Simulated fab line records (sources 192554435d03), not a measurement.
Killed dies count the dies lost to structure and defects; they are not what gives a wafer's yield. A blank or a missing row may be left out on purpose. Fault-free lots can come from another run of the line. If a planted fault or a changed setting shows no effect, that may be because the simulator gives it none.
A lot that was struck, set against a sound lot || flow n5 finfet || 26 out of 1938 route steps
Sound: these wafers, L607.2, L607.3, L607.4. Struck: wafer L591.3. (L591.1 of the same lot was not struck and is left out.) The cause comes at the end.
Order at every step that has rows: each side's tool, ch and its chambers, its first start. Under that, the readings that differ: sound wafers || struck wafers || difference of the means || sigmas: that difference in standard deviations of wafers without a fault.
alike: same words and numbers on both sides, and readings whose means sit less than 2 such deviations apart. not compared: any withheld reading, any reading some wafer has no value for, any bound like >300 that may hide the same value, and any number with overlapping values for which the record gives no deviation.
Wherever a step has rows on one side only, a row that says differs or no value, or a row with sigmas, the two part there. Non-overlapping numbers with no deviation appear without sigmas and do not part them. A reading missing from all wafers of one side parts the sides only when that side holds two or more wafers.

first, 9 steps without rows for these wafers: N5_BEOL_M0_SAQP_EXPOSE_11 (exposes mask M0 CORE, target cd 42 nm); N5_BEOL_M0_SAQP_PEB_12 (peb time 60 s); N5_BEOL_M0_SAQP_DEVELOP_13 (develop time 30 s); N5_BEOL_M0_SAQP_DESCUM_19 (chemistry O2, time 7.9 s); N5_BEOL_M0_SAQP_ETCH_83 (etches SiARC in CF4, target depth 39 nm, time 65 s); N5_BEOL_M0_SAQP_ETCH_84 (etches SOC in N2/H2, target depth 100 nm, overetch 20 nm, time 150 s); N5_BEOL_M0_SAQP_STRIP_80 (strips in N2/H2); N5_BEOL_M0_SAQP_HM_OPEN_112 (chemistry CHF3/O2, target SiO2, stops on a-Si, target depth 12 nm, time 13.5 s); N5_BEOL_M0_SAQP_STRIP_113 (strips in CHF3/O2).
N5_BEOL_M0_SAQP_MANDREL_ETCH_20: etches a-Si in HBr/Cl2, stops on SiNx, target depth 60 nm, bt time 10 s, time 30 s.
  sound on rie si-05 ch 0,2,3, day 11 00:41; struck on rie si-05 ch 0, day 6 21:29
{"reading": "rf hours counter h (h)", "sound": "21 5 107", "struck": 3, "difference": -41, "sigmas": ""}
{"reading": "model.SOC_of_BEOL_M0_SAQP_COAT_81.thk nm (nm)", "sound": "76 75.8 76.4", "struck": 81.4, "difference": "+5.3", "sigmas": ""}
{"reading": "model.SiNx_of_BEOL_M0_SAQP_PECVD_97.thk nm (nm)", "sound": "18 18.2 18.6", "struck": 19.4, "difference": "+1.1", "sigmas": ""}
  alike: drypump motor current A, oes product au, throttle valve pct
then, 12 steps without rows for these wafers: N5_BEOL_M0_SAQP_STRIP_86 (strips in N2/H2); N5_BEOL_M0_SAQP_STRIP_115 (strips in post etch residue remover, time 60 s); N5_BEOL_M0_SAQP_SRD_93 (time 30 s); N5_BEOL_M0_SAQP_RECESS_114 (chemistry HF/NH3, target SiO2, target depth 14.4 nm, afs cycles 3, sublimation time 60 s); N5_BEOL_M0_SAQP_SPACER1_ALD_98 (deposits SiO2, target thk 12.8 nm, pulse time 1 s, purge time 2 s); N5_BEOL_M0_SAQP_SPACER1_ETCHBACK_99 (etches SiO2 in CHF3/O2, target depth 15.4 nm, time 7.7 s); N5_BEOL_M0_SAQP_MANDREL1_REMOVE_100 (chemistry HBr/Cl2/O2, target a-Si, stops on SiNx, bt time 10 s); N5_BEOL_M0_SAQP_ETCH_101 (etches SiNx in CH3F/O2, target depth 29.9 nm, time 42.7 s); N5_BEOL_M0_SAQP_ETCH_102 (etches SiO2 in CF4, target depth 4 nm, time 4.4 s); N5_BEOL_M0_SAQP_MANDREL_ETCH_103 (etches a-Si in HBr/Cl2, stops on SiCN, target depth 45 nm, bt time 10 s, time 27 s); N5_BEOL_M0_SAQP_RECESS_104 (chemistry HF/NH3, target SiO2, target depth 18 nm, afs cycles 3, sublimation time 60 s); N5_BEOL_M0_SAQP_COAT_105 (time 60 s, resist thk 100 nm).
N5_BEOL_M0_SAQP_ETCH_106: etches SOC in N2/H2, stops on SiNx, target depth 150 nm.
  sound on rie diel-01 ch 1,3, day 11 02:41; struck on rie diel-01 ch 1, day 6 23:29
{"reading": "model.SiNx_of_BEOL_M0_SAQP_PECVD_97.thk nm (nm)", "sound": "15 15.2 15.6", "struck": 16.4, "difference": "+1.1", "sigmas": ""}
  alike: drypump motor current A, oes product au, rf vpp V, showerhead plenum p Torr, throttle valve pct
  not compared: rf hours counter h
then, 1 step without rows for these wafers: N5_BEOL_M0_SAQP_ETCH_107 (etches SiNx in CH3F/O2, target depth 30 nm).
N5_BEOL_M4_RC_MEAS_101:
  sound on prober-02 ch 0, day 13 12:23; struck on prober-02 ch 0, day 8 23:14
{"reading": "SS_N (mV/dec)", "sound": "71.9 71.5 70.9", "struck": 69.8, "difference": -1.6, "sigmas": -2}
  alike: DIBL_N, DIBL_P, IOFF_N, IOFF_P, ION_N, ION_P, SS_P, VT_N, VT_P
then, 1 step without rows for these wafers: N5_PASSIVATION_PROBE_49.

## WHERE THEY PART
N5_BEOL_M4_RC_MEAS_101 only, going by this record.

WHY: what had been put in by the simulator
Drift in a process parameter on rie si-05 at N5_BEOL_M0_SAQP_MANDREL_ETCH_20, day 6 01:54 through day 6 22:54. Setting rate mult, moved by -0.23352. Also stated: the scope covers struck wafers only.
